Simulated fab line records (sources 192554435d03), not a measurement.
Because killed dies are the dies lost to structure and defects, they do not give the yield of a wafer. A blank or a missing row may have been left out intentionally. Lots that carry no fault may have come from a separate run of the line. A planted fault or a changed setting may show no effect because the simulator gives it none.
Matching of chambers | flow n5Finfet | pecvd-01 running N5_BEOL_M4_ILD_DEP_00: 3 sister chambers
The step deposits SiOC from DEMS/O2, target thk 79 nm, time 15.3 s. 3 wafers are shown with their chamber, then 8 later ones without.

## WAFERS WITH THEIR CHAMBER
wafer  | chamber | throttleValvePct (%)
L877.4 | 2       | 11.7
L878.2 | 0       | 12.2
L889.2 | 1       | 12.8

## WAFERS WITH NO CHAMBER GIVEN
wafer  | throttleValvePct (%)
L889.3 | 12.3
L889.6 | 12.2
L886.1 | 12.8
L886.4 | 12.9
L886.6 | 12.1
L888.3 | 12.1
L888.4 | 13.0
L888.6 | 12.1

## EACH ONE'S CHAMBER
wafer  | from the rows above | in truth
L889.3 | 0                   | 0
L889.6 | 0                   | 0
L886.1 | 1                   | 1
L886.4 | 1                   | 1
L886.6 | 0                   | 0
L888.3 | 0                   | 0
L888.4 | 1                   | 1
L888.6 | 0                   | 0
Placed correctly: 8 of 8. Can't be placed from these rows: 0. 0 placed wrongly.
How it was worked out, from the rows above alone: a wafer's distance from a chamber is the root of the sum, over the readings, of the square of ((its reading less the chamber's mean) divided by the reading's scatter). The wafer belongs to the nearest chamber; if the next one is less than 2 further off, it can't be placed. A chamber's mean is the mean of its shown wafers. The scatter (one wafer shown for each chamber): square how far every hidden wafer sits from the nearest shown wafer, average those squares and take the square root.
